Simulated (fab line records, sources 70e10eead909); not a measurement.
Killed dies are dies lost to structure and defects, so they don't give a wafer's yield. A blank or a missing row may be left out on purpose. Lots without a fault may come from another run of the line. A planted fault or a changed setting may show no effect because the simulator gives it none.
fab line records | flow nand_harc
record lots=13 wafers=39 last_day=25
route steps=1159 shown A_CHANNEL_FILL_D1@493 A_STAIRCASE@519 END@1159
lots that met no fault: from a run of the same line without faults
start_h: hours from the record's first day to the start of the lot's first wafer shown | wait_h: hours since the lot's step before | " the same as in the row above | L1.1+2: a row that stands for several wafers | - no value, or no start given | * or withheld: withheld | < > ~ a bound
route shown NAME@n: a module of which the file shows steps, and the number in the route of the first | usual: mean/standard deviation of fault-free wafers | same: alike in all rows | chamber/n: place in a boat | sites: the reading at each site | _std_site: their standard deviation | _edge_site: outer sites' mean less inner sites' | radius_mm: how far each site lies from the wafer's centre | mask NAME#n: copy n | behind: the tool/chamber that last shaped the wafer | hold: why the lot was held/for how many hours/how that ended | device: the transistor (n, p or np) that didn't switch | end of line: the same wafers' tests at the end of the route | a step without rows: its recipe alone | killed: dies lost to structure and defects at the first sort, not the wafer's yield | map: a wafer's dies, x killed, . not, _ none there
set.NAME: the setting as run; set.NAME@STEP: as run at that earlier step | model.NAME: the simulator's own value behind a step, which no gauge read
steps of the route over a sample of lots; a table a step, a row a wafer
services: from which hour (start_h, from the record's first day; less than 0 if before it) a tool's chamber was out of use, for how many hours, and why
## steps
# step NHARC_A_CHANNEL_FILL_D1_ALD_03
# recipe target_thk_a=60 pulse_time_s=60 ald_cycles=58 temp_c=630 pressure_torr=2 material=SiNx
# usual chamber_pressure_Torr=1.999/0.005 precursor_pulse_height_rel=0.998/0.02
# columns lot.wafer tool chamber start_h wait_h chamber_pressure_Torr precursor_pulse_height_rel
L293.2 ald_sin_batch-03 0 - - 1.998 0.974
L293.4 " 0 " " 2.001 0.978
L293.6 " 0 " " 2.010 1.027
L294.4 ald_sin_batch-02 0 - - 1.995 0.988
L294.5 " 0 " " 1.999 1.011
L294.6 " 0 " " 1.997 0.998
L295.1 ald_sin_batch-02 0 - - 1.999 0.999
L295.4 " 0 " " 1.992 0.997
L295.6 " 0 " " 2.002 0.979
L297.3 ald_sin_batch-02 0 - - 1.994 1.015
L297.5 " 0 " " 1.998 1.001
L297.6 " 0 " " 1.997 0.990
L300.1 ald_sin_batch-02 0 - - 1.999 0.999
L300.4 " 0 " " 2.009 1.006
L300.5 " 0 " " 2.007 1.035
L301.3 ald_sin_batch-02 0 - - 2.003 0.985
L301.4 " 0 " " 1.997 1.000
L301.5 " 0 " " 2.001 1.002
L302.2 ald_sin_batch-03 0 - - 2.004 0.993
L302.3 " 0 " " 2.001 1.012
L302.5 " 0 " " 2.004 1.009
L303.1 ald_sin_batch-02 0 - - 1.993 1.001
L303.2 " 0 " " 1.999 0.998
L303.6 " 0 " " 1.999 1.014
L304.1 ald_sin_batch-02 0 - - 2.000 1.024
L304.2 " 0 " " 2.000 0.983
L304.3 " 0 " " 2.002 0.991
L312.2 ald_sin_batch-03 0 - - 1.994 0.975
L312.4 " 0 " " 1.994 0.999
L312.5 " 0 " " 1.999 1.001
L316.1 ald_sin_batch-02 0 - - 2.000 1.000
L316.5 " 0 " " 2.000 1.016
L316.6 " 0 " " 1.998 0.993
L314.1 ald_sin_batch-01 0 - - 2.004 1.001
L314.3 " 0 " " 1.995 1.000
L314.5 " 0 " " 1.995 0.987
L315.3 ald_sin_batch-01 0 - - 1.995 0.980
L315.5 " 0 " " 2.000 0.968
L315.6 " 0 " " 2.003 1.036
# step NHARC_A_CHANNEL_FILL_D1_ALD_15
# recipe target_thk_a=20 pulse_time_s=60 ald_cycles=19 temp_c=630 pressure_torr=2 material=SiNx
# usual chamber_pressure_Torr=2.000/0.0052 precursor_pulse_height_rel=1.000/0.019
# columns lot.wafer tool chamber start_h wait_h chamber_pressure_Torr precursor_pulse_height_rel
L293.2 ald_sin_batch-01 0 - - 1.993 0.977
L293.4 " 0 " " 1.995 0.999
L293.6 " 0 " " 1.991 0.983
L294.4 ald_sin_batch-01 0 - - 2.003 0.980
L294.5 " 0 " " 2.003 1.023
L294.6 " 0 " " 2.003 1.009
L295.1 ald_sin_batch-01 0 - - 1.993 1.034
L295.4 " 0 " " 2.004 0.994
L295.6 " 0 " " 2.009 0.998
L297.3 ald_sin_batch-01 0 - - 1.998 0.994
L297.5 " 0 " " 2.003 0.984
L297.6 " 0 " " 1.994 1.012
L300.1 ald_sin_batch-01 0 - - 1.996 0.994
L300.4 " 0 " " 1.999 0.982
L300.5 " 0 " " 1.997 1.007
L301.3 ald_sin_batch-01 0 - - 1.993 0.995
L301.4 " 0 " " 1.996 0.977
L301.5 " 0 " " 1.994 0.991
L302.2 ald_sin_batch-01 0 - - 1.999 0.991
L302.3 " 0 " " 2.001 1.051
L302.5 " 0 " " 2.001 0.994
L303.1 ald_sin_batch-03 0 - - 1.996 0.970
L303.2 " 0 " " 1.990 1.021
L303.6 " 0 " " 1.991 1.002
L304.1 ald_sin_batch-03 0 - - 2.011 0.992
L304.2 " 0 " " 2.006 1.003
L304.3 " 0 " " 2.010 1.039
L312.2 ald_sin_batch-02 0 - - 2.009 0.987
L312.4 " 0 " " 2.003 1.028
L312.5 " 0 " " 2.004 0.996
L316.1 ald_sin_batch-02 0 - - 2.000 0.973
L316.5 " 0 " " 1.998 1.050
L316.6 " 0 " " 2.005 1.014
L314.1 ald_sin_batch-02 0 - - 1.998 1.010
L314.3 " 0 " " 2.004 1.008
L314.5 " 0 " " 2.000 0.981
L315.3 ald_sin_batch-01 0 - - 1.995 0.992
L315.5 " 0 " " 1.995 1.040
L315.6 " 0 " " 1.997 0.982
# step NHARC_A_CHANNEL_FILL_D1_ETCHBACK_19
# recipe target_depth_a=50 time_s=1.7 hbr_flow_sccm=150 cl2_flow_sccm=50 rf_w=400 icp_w=400 bias_w=100 chemistry=HBr/Cl2
# usual drypump_motor_current_A=5.8/0.53 he_backside_leak_sccm=2.7/0.33 oes_product_au=0.996/0.012 throttle_valve_pct=26.404/0.0092
# columns lot.wafer tool chamber start_h wait_h drypump_motor_current_A he_backside_leak_sccm oes_product_au rf_hours_counter_h throttle_valve_pct
L293.4 rie_si-04 0 203.34 0.4 5.6 2.9 1.009 0.8 26.397
L293.2 " 1 " " 6.4 2.9 0.997 0.9 26.411
L293.6 " 3 " " 6.1 2.6 0.996 - 26.414
L295.4 rie_si-06 3 218.47 0.4 5.0 3.2 0.969 0.3 26.409
L295.1 " 2 " " 5.5 2.4 1.017 0.2 26.395
L295.6 " 0 " " 5.6 2.3 1.000 - 26.398
L294.4 rie_si-04 1 218.51 0.4 6.3 3.1 1.006 1.1 26.396
L294.5 " 2 " " 5.9 2.6 0.990 - 26.400
L294.6 " 3 " " 6.1 2.6 1.008 - 26.399
L297.3 rie_si-02 3 226.37 0.4 6.8 2.6 1.007 0.1 26.392
L297.5 " 1 " " 5.7 2.5 1.008 - 26.389
L297.6 " 2 " " 5.3 3.0 1.009 - 26.415
L301.3 rie_si-02 1 251.23 0.4 5.7 2.4 1.011 0.2 26.403
L301.4 " 2 " " 5.3 2.9 0.997 0.2 26.414
L301.5 " 1 " " 5.7 2.4 1.006 - 26.396
L300.1 rie_si-06 0 251.26 0.4 5.6 2.5 0.994 0.5 26.405
L300.4 " 1 " " 6.5 2.9 0.979 0.5 26.406
L300.5 " 0 " " 5.6 2.5 0.999 - 26.401
L302.2 rie_si-02 3 259.07 0.4 6.8 2.9 1.006 0.4 26.427
L302.3 " 1 " " 5.7 2.6 1.007 0.3 26.396
L302.5 " 2 " " 5.3 2.6 1.000 - 26.429
L303.1 rie_si-02 3 266.11 0.4 6.8 3.5 0.997 0.5 26.394
L303.2 " 2 " " 5.3 2.7 0.997 0.5 26.407
L303.6 " 3 " " 6.8 2.8 1.015 - 26.414
L304.3 rie_si-06 3 266.12 0.4 5.0 2.9 0.969 0.6 26.417
L304.2 " 0 " " 5.5 2.3 1.017 0.7 26.413
L304.1 " 1 " " 6.5 2.9 0.981 0.7 26.395
L312.2 rie_si-02 3 324.96 0.4 6.8 2.9 1.002 1.0 26.411
L312.4 " 0 " " 5.9 2.8 0.993 0.9 26.396
L312.5 " 3 " " 6.8 2.9 0.999 - 26.400
L314.3 rie_si-02 2 340.32 0.4 5.3 2.4 1.008 1.2 26.408
L314.1 " 3 " " 6.8 2.9 0.999 1.1 26.375
L314.5 " 3 " " 6.8 2.8 1.008 - 26.401
L316.1 rie_si-06 2 340.36 0.4 5.5 2.5 1.006 1.2 26.416
L316.6 " 3 " " 5.0 3.0 0.969 - 26.404
L316.5 " 0 " " 5.5 2.4 0.988 - 26.388
L315.3 rie_si-06 3 347.70 0.4 4.9 2.5 0.966 1.2 26.402
L315.5 " 1 " " 6.5 3.0 0.990 - 26.414
L315.6 " 2 " " 5.5 2.7 0.997 - 26.413
# step NHARC_A_STAIRCASE_DEP_156
# recipe target_thk_a=500 temp_c=400 target_thk_nm=50 flow_sccm=200 rf_w=450 material=SiNx
# usual heater_power_outer_w=415/72 heater_power_w=715/100
# columns lot.wafer tool chamber start_h wait_h heater_power_outer_w heater_power_w
L293.2 pecvd-04 2 230.06 0.1 327 619
L293.4 " 2 " " 335 626
L293.6 " 0 " " 483 797
L294.4 pecvd-03 1 242.63 0.3 374 610
L294.6 " 2 " " 508 906
L294.5 " 0 " " 368 645
L295.1 pecvd-03 1 242.71 0.3 380 604
L295.4 " 1 " " 393 606
L295.6 " 2 " " 515 935
L297.3 pecvd-04 0 250.24 0.1 413 720
L297.6 " 2 " " 344 631
L297.5 " 0 " " 427 767
L301.3 pecvd-04 2 275.38 0.1 331 614
L301.5 " 0 " " 429 710
L301.4 " 2 " " 333 637
L300.1 pecvd-01 2 275.46 0.1 368 638
L300.5 " 0 " " 439 755
L300.4 " 2 " " 373 637
L302.2 pecvd-04 2 283.85 0.3 290 564
L302.3 " 0 " " 439 761
L302.5 " 0 " " 448 776
L303.2 pecvd-04 1 290.21 0.1 558 878
L303.1 " 2 " " 314 591
L303.6 " 0 " " 396 693
L304.1 pecvd-04 0 293.51 0.1 431 740
L304.2 " 1 " " 545 830
L304.3 " 2 " " 337 640
L312.2 pecvd-03 0 348.98 0.1 450 781
L312.4 " 1 " " 378 603
L312.5 " 2 " " 491 898
L316.1 pecvd-03 1 364.23 0.1 365 590
L316.6 " 0 " " 380 694
L316.5 " 1 " " 385 602
L314.1 pecvd-01 0 364.41 0.1 - -
L314.3 " 1 " " - -
L314.5 " 2 " " - -
L315.3 pecvd-03 0 371.84 0.1 - -
L315.5 " 0 " " - -
L315.6 " 1 " " - -
# step NHARC_END_SORT_01
# recipe temp_c=25
# usual killed_at_array=27/11 killed_at_other=0.7/1.1 killed_at_periphery=3.6/2.4 killed_dies=32/11 killed_open=3.3/1.8 killed_short=2.1/1.5
# same gross_dies=677
# columns lot.wafer tool chamber start_h wait_h killed_at_array killed_at_other killed_at_periphery killed_dies killed_open killed_short
L314.1 prober-02 0 582.00 2.5 551 0 5 556 2 3
L314.3 prober-02 0 583.63 3.1 566 0 1 567 5 1
L314.5 prober-02 0 585.27 3.8 551 0 1 552 3 1
L315.3 prober-01 0 590.69 3.2 549 2 2 553 4 4
L315.5 prober-01 0 592.31 3.8 562 2 3 567 3 1
L315.6 prober-01 0 593.12 4.1 551 2 1 554 5 2
# killed by level:class
L314.1 A_STAIRCASE:area_dep=513 A_SLIT:chamber_film_flake=20 A_CONTACT:chamber_film_flake=7 A_CHANNEL_HOLE_D1:chamber_film_flake=4 A_WL_FILL:chamber_film_flake=2 P_GATE:geometric_particle:short=1 P_CONTACT:geometric_particle:short=1 P_M1:geometric_particle:open=1
L314.3 A_STAIRCASE:area_dep=540 A_SLIT:chamber_film_flake=7 A_CHANNEL_HOLE_D1:chamber_film_flake=6 A_CONTACT:chamber_film_flake=3 A_M0:geometric_particle:open=2 A_STAIRCASE:chamber_film_flake=2 P_M1:geometric_particle:open=1 A_SOURCE_PLATE:geometric_particle:open=1
L314.5 A_STAIRCASE:area_dep=511 A_SLIT:chamber_film_flake=17 A_CONTACT:chamber_film_flake=8 A_CHANNEL_HOLE_D1:chamber_film_flake=7 A_M0:geometric_particle:open=2 A_STAIRCASE:chamber_film_flake=2 A_ONON_D1:geometric_particle:short=1 A_BLC:geometric_particle:open=1
L315.3 A_STAIRCASE:area_dep=520 A_CONTACT:chamber_film_flake=8 A_CHANNEL_HOLE_D1:chamber_film_flake=7 A_CHANNEL_FILL_D1:chamber_film_flake=4 A_ONON_D1:geometric_particle:short=2 A_M0:geometric_particle:open=2 P_STI:chamber_film_flake=2 THIN_TSV:chamber_film_flake=2
L315.5 A_STAIRCASE:area_dep=539 A_CHANNEL_HOLE_D1:chamber_film_flake=9 A_CONTACT:chamber_film_flake=9 THIN_TSV:chamber_film_flake=2 P_CONTACT:geometric_particle:open=1 A_SOURCE_PLATE:geometric_particle:open=1 A_CHANNEL_FILL_D1:geometric_particle:short=1 A_CONTACT:geometric_particle:open=1
L315.6 A_STAIRCASE:area_dep=536 A_CHANNEL_HOLE_D1:chamber_film_flake=4 A_CONTACT:geometric_particle:open=3 A_CONTACT:chamber_film_flake=3 A_SOURCE_PLATE:geometric_particle:open=1 A_CHANNEL_FILL_D1:geometric_particle:open=1 A_M0:geometric_particle:short=1 STARTING-WAFER:geometric_particle:short=1
## services
# columns tool chamber start_h hours kind
rie_si-02 1 158.54 5.2 repair
ald_sin_batch-03 - 173.04 1.4 repair
rie_si-06 - 183.00 9.0 pm
rie_si-06 - 193.14 0.2 repair
pecvd-04 - 195.23 13.0 pm
pecvd-04 0 195.23 13.0 vent_cycle
pecvd-04 1 195.23 13.0 vent_cycle
pecvd-04 2 195.23 13.0 vent_cycle
pecvd-04 0 208.23 - clean
pecvd-04 1 208.23 - clean
pecvd-04 2 208.23 - clean
rie_si-02 - 211.00 9.0 pm
rie_si-02 0 211.00 9.0 vent_cycle
pecvd-04 - 230.87 0.7 repair
pecvd-01 - 237.32 13.0 pm
rie_si-02 - 245.00 1.7 repair
rie_si-04 - 276.00 9.0 pm
rie_si-06 3 283.06 4.3 repair
rie_si-06 0 286.97 2.3 repair
pecvd-03 - 292.05 13.0 pm
ald_sin_batch-03 - 314.00 26.0 pm
rie_si-06 1 359.42 15.0 repair
rie_si-06 - 360.00 9.0 pm
pecvd-04 1 362.13 5.7 repair
## key
first_sign step=NHARC_A_STAIRCASE_DEP_156 reading=tool_record direction=missing
effect step=NHARC_END_SORT_01 reading=killed_at_array direction=up sigmas=49 usual=27 struck=555
more_kills_born_at NHARC_A_STAIRCASE_DEP_156@pecvd-03=1595 NHARC_A_STAIRCASE_DEP_156@pecvd-01=1564
met_at NHARC_A_STAIRCASE_DEP_156
struck_lots L314,L315
later_rows_left_out L314.1,L314.3,L314.5,L315.3,L315.5,L315.6
tester_left_out L314,L315
not_acting_at NHARC_A_CHANNEL_FILL_D1_ALD_03,NHARC_A_CHANNEL_FILL_D1_ALD_15,NHARC_A_CHANNEL_FILL_D1_ETCHBACK_19
onset_between 348.98 364.41
fault kind=skipped_step_whole tool=pecvd-01,pecvd-03 chamber=- onset_h=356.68 steps=NHARC_A_STAIRCASE_DEP_156 scope=struck_lots_only
# tester_left_out: of these lots the tester's yield and bins aren't shown, on N5 and GAA mostly nor the transistor test; their killed dies are dies lost to structure and defects alone, not to doping, threshold or leakage, so they don't give the yield
# later_rows_left_out: the simulator's readings of these wafers behind a module that went badly wrong aren't trusted and aren't shown, but for the sort
